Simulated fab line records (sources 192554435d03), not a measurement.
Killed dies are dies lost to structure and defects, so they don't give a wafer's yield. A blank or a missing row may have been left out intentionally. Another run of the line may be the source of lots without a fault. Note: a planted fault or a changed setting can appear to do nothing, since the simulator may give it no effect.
2 desks looking at one fault -- flow n5Finfet -- every desk sees just its own numbers, and what lay behind them comes last

== TOOL OWNER'S DESK, rieSi-03 ==
The tool's own readings at N5_DUMMY_GATE_ETCH_23 (etches poly-Si in HBr/Cl2/O2, target depth 41 nm, time 22.3 s): means of the sampled wafers that have a number, for each lot that ran on this tool. A lot is out of limits, marked OUT, if its mean lies more than 4 standard deviations from the usual mean; the brackets give that distance.
Columns: A = drypumpMotorCurrentA at N5_DUMMY_GATE_ETCH_23, usual 5.65 A; B = oes_o_777_au at N5_DUMMY_GATE_ETCH_23, usual 1.01 a.u.; C = oesProductAu at N5_DUMMY_GATE_ETCH_23, usual 1.001 a.u.; D = throttleValvePct at N5_DUMMY_GATE_ETCH_23, usual 37.34 %
lot,first seen here,A,B,C,D
L619,day 3 17:14,5.65,1.02,1.007,37.42
L620,day 4 02:34,5.59,1.04,1.002,37.44
L627,day 6 03:49,5.60,1.03,1.110 (+6.8) OUT,37.44
L629,day 6 11:56,5.60,1.04,1.106 (+6.6) OUT,37.42
This desk's verdict: out of limits on L627, L629, starting with L627 at day 6 03:49 (oesProductAu at N5_DUMMY_GATE_ETCH_23). In limits: L619, L620.

== THE METROLOGY DESK ==
Means of the sampled wafers that have a number, per lot and without regard to the tool the lot ran on: this is what the gauges read. A lot is out of limits, marked OUT, if its mean lies more than 4 standard deviations from the usual mean; the brackets give that distance. Only the readings that lie furthest out on some lot appear, 7 of the 12 it has.
Columns: A = cdNm at N5_DUMMY_GATE_CD_MEAS_50, usual 14.0 nm; B = DIBL_P at N5_BEOL_M4_RC_MEAS_101, usual 35.7 mV/V; C = IOFF_N at N5_BEOL_M4_RC_MEAS_101, usual 0.155 nA/um; D = ION_N at N5_BEOL_M4_RC_MEAS_101, usual 671 uA/um; E = ION_P at N5_BEOL_M4_RC_MEAS_101, usual 459 uA/um; F = VT_N at N5_BEOL_M4_RC_MEAS_101, usual 250.2 mV; G = VT_P at N5_BEOL_M4_RC_MEAS_101, usual -251 mV
lot,first seen here,A,B,C,D,E,F,G
L619,day 3 16:54,13.9,37.0,0.180,685,461,246.3,-252
L620,day 4 02:14,14.1,35.2,0.158,677,470,249.7,-246
L627,day 6 03:29,13.7,36.6,0.161,685,464,250.9,-253
L629,day 6 11:36,14.5,32.9,0.139,673,456,252.9,-257
L635,day 7 18:11,13.6,36.7,0.152,660,460,251.3,-251
L638,day 8 13:03,14.2,34.2,0.114,651,455,255.3,-251
This desk's finding: nothing out of limits on any of the 6 lots.

== BROUGHT TOGETHER ==
At day 6 03:49, on L627, L629, the tool owner's desk was in a position to raise an alarm.
Nothing out of limits was seen by the metrology desk.
The metrology desk has L627, L629 on record, within its limits.
Every lot named ran N5_DUMMY_GATE_ETCH_23 on rieSi-03.

== WHAT WAS PUT IN BY THE SIMULATOR ==
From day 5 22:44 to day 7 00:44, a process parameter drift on rieSi-03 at N5_DUMMY_GATE_ETCH_23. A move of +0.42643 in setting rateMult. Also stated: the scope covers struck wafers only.
Struck lots among those shown: L627, L629.
Hours from the fault's start to each desk's first reading out of limits: the tool owner's desk, 5.
